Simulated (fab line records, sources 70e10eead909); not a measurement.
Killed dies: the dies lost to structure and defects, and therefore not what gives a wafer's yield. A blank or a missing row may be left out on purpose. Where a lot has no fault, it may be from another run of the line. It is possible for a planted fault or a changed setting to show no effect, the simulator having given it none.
fab line records	flow nand-harc
record: lots: 12	wafers: 36	last-day: 33
route steps=1302 shown A_BONDPAD@1216 THIN_TSV@1269 END@1302
lots untouched by any fault: they come from a run of this same line in which no faults occurred
start-h: the number of hours between the record's first day and the start of the first shown wafer of the lot	wait-h: hours elapsed since this lot's preceding step	" repeats the value in the row above	L1.1+2: one row covering several wafers at once	- either no value or no given start	* or withheld: withheld	< > ~ a bound
route shown NAME@n: a module of which the file shows steps, and the number in the route of the first	usual: mean/standard deviation taken from wafers without a fault	same: alike in all rows	chamber/n: place in a boat	sites: the reading at each site	_std_site: standard deviation of those values	_edge_site: mean of outer sites minus mean of inner sites	radius-mm: for every site, how far away it sits from the centre of the wafer	mask NAME#n: copy n	behind: the tool/chamber that last shaped the wafer	hold: why the lot went on hold/how many hours it stayed there/how the hold came to an end	device: the transistor (n, p or np) that didn't switch	end of line: at the end of the route, the tests of the same wafers	step lacking rows: just its recipe	killed: the dies lost at the first sort to structure and to defects; this is not the yield of the wafer	map: the dies of a wafer, with x for killed, . for not killed, _ for no die there
set.NAME: setting as actually run; set.NAME@STEP: the setting as run at that earlier step	model.NAME: the simulator's own value behind a step, which no gauge read
the route's steps for a sample of lots (tables are steps, rows are wafers)
services: a tool's chamber out of use, with start hour (start-h, from the record's first day; less than 0 if before it), hours out, and reason
== steps ==
step: NHARC_A_BONDPAD_OVL_MEAS_35
usual: overlay-x-nm: -1/4.6	overlay-y-nm: 0/6.4
lot.wafer	tool	chamber	start-h	wait-h	overlay-x-nm	overlay-y-nm
L271.1	overlay-02	-	537.22	-	-4	1
L271.3	"	-	"	"	-3	1
L271.4	"	-	"	"	-4	1
L273.1	overlay-02	-	544.94	-	3	-3
L273.2	"	-	"	"	3	-4
L273.3	"	-	"	"	3	-4
L272.3	overlay-02	-	548.26	-	-3	9
L272.4	"	-	"	"	-4	8
L272.6	"	-	"	"	-3	9
L274.1	overlay-02	-	555.05	-	-6	-3
L274.2	"	-	"	"	-6	-3
L274.5	"	-	"	"	-6	-3
L276.2	overlay-02	-	566.48	-	0	0
L276.3	"	-	"	"	1	0
L276.5	"	-	"	"	0	0
L275.2	overlay-02	-	579.73	-	-5	-9
L275.3	"	-	"	"	-6	-10
L275.6	"	-	"	"	-5	-10
L277.1	overlay-01	-	585.73	-	2	5
L277.3	"	-	"	"	2	5
L277.6	"	-	"	"	2	6
L278.1	overlay-02	-	586.68	-	-4	1
L278.3	"	-	"	"	-4	1
L278.5	"	-	"	"	-4	1
L280.2	overlay-01	-	633.99	-	9	10
L280.4	"	-	"	"	10	11
L280.5	"	-	"	"	9	11
L283.1	overlay-01	-	660.45	-	-3	-1
L283.4	"	-	"	"	-2	0
L283.5	"	-	"	"	-3	-1
L288.2	overlay-01	-	709.49	-	11	-11
L288.5	"	-	"	"	11	-11
L288.6	"	-	"	"	11	-12
L290.1	overlay-02	-	756.90	-	-6	-2
L290.2	"	-	"	"	-6	-2
L290.3	"	-	"	"	-6	-2
step: NHARC_A_BONDPAD_INSPECT_23
usual: raw-defect-count: 531/120
lot.wafer	tool	chamber	start-h	wait-h	raw-defect-count
L271.1	defect-inspect-02	-	540.10	0.0	447
L271.3	"	-	"	"	468
L271.4	"	-	"	"	500
L273.1	defect-inspect-01	-	547.62	0.0	482
L273.2	"	-	"	"	575
L273.3	"	-	"	"	586
L272.3	defect-inspect-02	-	551.00	0.0	648
L272.4	"	-	"	"	565
L272.6	"	-	"	"	595
L274.1	defect-inspect-02	-	557.79	0.0	650
L274.2	"	-	"	"	488
L274.5	"	-	"	"	416
L276.2	defect-inspect-02	-	569.24	0.0	620
L276.3	"	-	"	"	714
L276.5	"	-	"	"	657
L275.2	defect-inspect-01	-	582.45	0.1	568
L275.3	"	-	"	"	448
L275.6	"	-	"	"	762
L277.1	defect-inspect-02	-	588.57	0.0	409
L277.3	"	-	"	"	416
L277.6	"	-	"	"	692
L278.1	defect-inspect-02	-	589.43	0.0	552
L278.3	"	-	"	"	800
L278.5	"	-	"	"	575
L280.2	defect-inspect-01	-	636.80	0.0	476
L280.4	"	-	"	"	387
L280.5	"	-	"	"	398
L283.1	defect-inspect-02	-	663.61	0.0	686
L283.4	"	-	"	"	483
L283.5	"	-	"	"	420
L288.2	defect-inspect-01	-	712.20	0.0	492
L288.5	"	-	"	"	441
L288.6	"	-	"	"	505
L290.1	defect-inspect-01	-	759.57	0.0	515
L290.2	"	-	"	"	669
L290.3	"	-	"	"	456
step: NHARC_THIN_TSV_STRIP_62
recipe: power-w: 1500	temp-c: 250	time-s: 20	chemistry: N2/H2
usual: drypump-motor-current-A: 5.58/0.13	heater-power-w: 349/33	rf-refl-power-W: 19/3.3
lot.wafer	tool	chamber	start-h	wait-h	drypump-motor-current-A	heater-power-w	rf-hours-counter-h	rf-refl-power-W
L271.1	plasma-asher-01	0	554.89	-	5.44	315	3	-
L271.4	"	0	"	"	5.44	319	-	-
L271.3	"	1	"	"	5.53	325	-	-
L273.2	plasma-asher-01	1	562.77	-	5.58	332	5	22
L273.1	"	0	"	"	5.43	313	5	19
L273.3	"	1	"	"	5.59	342	-	23
L272.3	plasma-asher-02	0	564.08	-	5.81	365	-	-
L272.4	"	1	"	"	5.63	413	-	-
L272.6	"	1	"	"	5.63	424	-	-
L274.1	plasma-asher-01	0	572.53	-	5.42	315	6	19
L274.2	"	1	"	"	5.56	328	6	22
L274.5	"	0	"	"	5.42	320	-	19
L276.2	plasma-asher-02	0	584.31	-	5.81	361	36	16
L276.3	"	1	"	"	5.64	414	-	14
L276.5	"	1	"	"	5.66	407	-	13
L275.2	plasma-asher-01	0	597.55	-	5.44	317	11	19
L275.3	"	0	"	"	5.42	311	-	20
L275.6	"	0	"	"	5.42	317	-	20
L277.1	plasma-asher-01	0	605.32	-	5.42	312	13	20
L277.3	"	0	"	"	5.44	319	-	19
L277.6	"	0	"	"	5.42	315	-	20
L278.1	plasma-asher-01	0	606.58	-	5.42	314	13	19
L278.3	"	0	"	"	5.43	315	-	20
L278.5	"	0	"	"	5.42	311	-	19
L280.2	plasma-asher-01	1	651.57	-	5.55	326	21	21
L280.4	"	1	"	"	5.54	324	-	22
L280.5	"	1	"	"	5.55	333	-	23
L283.1	plasma-asher-01	0	678.00	-	5.43	317	27	19
L283.4	"	1	"	"	5.54	332	-	22
L283.5	"	0	"	"	5.44	320	-	20
L288.2	plasma-asher-02	1	726.81	-	5.66	400	26	-
L288.6	"	0	"	"	5.80	380	-	-
L288.5	"	1	"	"	5.69	391	-	-
L290.2	plasma-asher-01	0	777.53	-	5.44	323	16	20
L290.1	"	1	"	"	5.53	345	16	24
L290.3	"	0	"	"	5.46	318	-	19
step: NHARC_THIN_TSV_STRIP_57
recipe: time-s: 1200	temp-c: 72.5	chemistry: post-etch-residue-remover
lot.wafer	tool	chamber	start-h	wait-h
L271.4+3+1	wet-bench-10	5,7,1	559.04	0.2
L273.1+2+3	wet-bench-10	0,1,2	567.07	0.3
L272.6+3+4	wet-bench-08	4,6,7	568.37	0.1
L274.1+2+5	wet-bench-10	3,7,0	576.85	0.3
L276.5+3+2	wet-bench-10	7,0,1	588.49	0.1
L275.6+3+2	wet-bench-10	4,5,0	601.72	0.1
L277.6+3+1	wet-bench-10	3,6,7	609.46	0.1
L278.1+3+5	wet-bench-08	5,6,7	610.91	0.3
L280.5+4+2	wet-bench-10	6,0,1	655.87	0.1
L283.1+4+5	wet-bench-10	2,3,4	682.39	0.3
L288.6+2+5	wet-bench-10	2,3,5	731.09	0.1
L290.3+2+1	wet-bench-08	5,7,0	782.42	0.2
step: NHARC_THIN_TSV_INSPECT_40
usual: raw-defect-count: 526/78
lot.wafer	tool	chamber	start-h	wait-h	raw-defect-count
L271.1	defect-inspect-02	-	564.00	0.4	567
L271.3	"	-	"	"	585
L271.4	"	-	"	"	545
L273.1	defect-inspect-02	-	572.42	0.4	483
L273.2	"	-	"	"	588
L273.3	"	-	"	"	533
L272.3	defect-inspect-01	-	572.42	0.4	634
L272.4	"	-	"	"	622
L272.6	"	-	"	"	563
L274.1	defect-inspect-02	-	583.08	0.4	560
L274.2	"	-	"	"	523
L274.5	"	-	"	"	577
L276.2	defect-inspect-01	-	595.63	0.4	552
L276.3	"	-	"	"	547
L276.5	"	-	"	"	623
L275.2	defect-inspect-02	-	609.24	0.4	473
L275.3	"	-	"	"	540
L275.6	"	-	"	"	599
L277.1	defect-inspect-02	-	614.43	0.4	485
L277.3	"	-	"	"	384
L277.6	"	-	"	"	388
L278.1	defect-inspect-01	-	614.43	0.4	419
L278.3	"	-	"	"	451
L278.5	"	-	"	"	386
L280.2	defect-inspect-02	-	660.95	0.4	517
L280.4	"	-	"	"	479
L280.5	"	-	"	"	555
L283.1	defect-inspect-01	-	686.15	0.4	569
L283.4	"	-	"	"	560
L283.5	"	-	"	"	497
L288.2	defect-inspect-01	-	736.68	0.4	516
L288.5	"	-	"	"	1628
L288.6	"	-	"	"	458
L290.1	defect-inspect-01	-	788.11	0.4	467
L290.2	"	-	"	"	497
L290.3	"	-	"	"	502
step: NHARC_END_SORT_01
recipe: temp-c: 25
usual: defect-limited-yield: 92.0/2.6	killed-at-array: 50/17	killed-at-other: 0.7/1	killed-at-periphery: 3.4/2.4	killed-dies: 54/17	killed-open: 3.3/1.7	killed-short: 2.5/1.6	sort_bin_2_pct: 2.8/1.1	sort_bin_3_pct: 0.5/0.33	sort_bin_4_pct: 4.6/1.5	sort-n-pass: 623/17	sort-rim-yield-pct: 92/3.8	sort-yield-pct: 92.0/2.6
same: gross-dies: 677	sort_bin_5_pct[%]: 0	sort_bin_6_pct[%]: 0	sort_bin_7_pct[%]: 0	sort_bin_8_pct[%]: 0	sort-rim-n-gross: 106.00
lot.wafer	tool	chamber	start-h	wait-h	defect-limited-yield[%]	killed-at-array	killed-at-other	killed-at-periphery	killed-dies	killed-open	killed-short	sort_bin_2_pct[%]	sort_bin_3_pct[%]	sort_bin_4_pct[%]	sort-n-pass	sort-rim-yield-pct[%]	sort-yield-pct[%]
L288.2	prober-01	0	740.58	2.8	90.4	63	0	2	65	4	6	3.4	0.9	5.3	612	93	90.4
L288.5	prober-01	0	743.00	3.7	76.5	59	98	2	159	5	4	9.2	6.1	8.3	518	97	76.5
L288.6	prober-01	0	743.81	4.0	95.3	29	0	3	32	2	3	2.4	0.4	1.9	645	92	95.3
killed by level:class
L288.2 A_CHANNEL_HOLE_D1:chamber-film-flake=35 A_SLIT:chamber-film-flake=5 A_CHANNEL_FILL_D1:chamber-film-flake=4 A_CONTACT:chamber-film-flake=4 A_ONON_D2:geometric-particle:short=2 A_M0:geometric-particle:open=2 A_STAIRCASE:chamber-film-flake=2 A_WL_FILL:chamber-film-flake=2
L288.5 THIN_TSV:unspecified=97 A_CHANNEL_HOLE_D1:chamber-film-flake=38 A_SLIT:chamber-film-flake=5 A_CHANNEL_FILL_D2:chamber-film-flake=3 A_CHANNEL_FILL_D1:geometric-particle:open=2 A_BLC:geometric-particle:short=2 A_CHANNEL_FILL_D1:chamber-film-flake=2 A_WL_FILL:chamber-film-flake=2
L288.6 A_CHANNEL_HOLE_D1:chamber-film-flake=18 A_ONON_D2:geometric-particle:short=2 A_CHANNEL_FILL_D1:chamber-film-flake=2 A_CHANNEL_FILL_D2:chamber-film-flake=2 P_M1:geometric-particle:short=1 A_CHANNEL_FILL_D2:geometric-particle:open=1 A_M0:geometric-particle:open=1 P_ZERO_WELL:chamber-film-flake=1
== services ==
tool	chamber	start-h	hours	kind
wet-bench-10	-	556.47	1.6	repair
plasma-asher-01	-	576.84	1.6	repair
plasma-asher-01	-	580.66	3.7	repair
plasma-asher-02	-	603.47	9.0	pm
wet-bench-08	-	616.98	5.1	repair
wet-bench-08	-	646.40	8.0	pm
wet-bench-10	-	663.20	8.0	pm
wet-bench-10	0	671.20	-	consumable-replace:bath
wet-bench-10	0	671.20	-	consumable-replace:filter
wet-bench-10	1	671.20	-	consumable-replace:bath
wet-bench-10	1	671.20	-	consumable-replace:filter
wet-bench-10	2	671.20	-	consumable-replace:bath
wet-bench-10	2	671.20	-	consumable-replace:filter
wet-bench-10	3	671.20	-	consumable-replace:bath
wet-bench-10	3	671.20	-	consumable-replace:filter
wet-bench-10	4	671.20	-	consumable-replace:bath
wet-bench-10	4	671.20	-	consumable-replace:filter
wet-bench-10	5	671.20	-	consumable-replace:bath
wet-bench-10	5	671.20	-	consumable-replace:filter
wet-bench-10	6	671.20	-	consumable-replace:bath
wet-bench-10	6	671.20	-	consumable-replace:filter
plasma-asher-01	-	696.56	9.0	pm
plasma-asher-02	-	757.09	4.9	repair
plasma-asher-02	-	780.47	9.0	pm
== key ==
first-sign: step: NHARC_THIN_TSV_INSPECT_40	reading: raw-defect-count	direction: up	sigmas: 14	usual: 526	struck: 1628
effect: step: NHARC_END_SORT_01	reading: killed-at-other	direction: up	sigmas: 95	usual: 0.7	struck: 98
more-kills-born-at: NHARC_THIN_TSV_STRIP_57@wet-bench-10: 97
met-at NHARC_THIN_TSV_STRIP_57
struck-lots L288
struck-wafers L288.5
not-acting-at NHARC_A_BONDPAD_OVL_MEAS_35,NHARC_A_BONDPAD_INSPECT_23,NHARC_THIN_TSV_STRIP_62
onset-between 601.72 731.09
fault: kind: chamber-particle-source	tool: wet-bench-10	chamber: 5	onset-h: 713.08	steps: NHARC_THIN_TSV_STRIP_57	rate-per-visit-cm2: 1.6913	end-h: 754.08
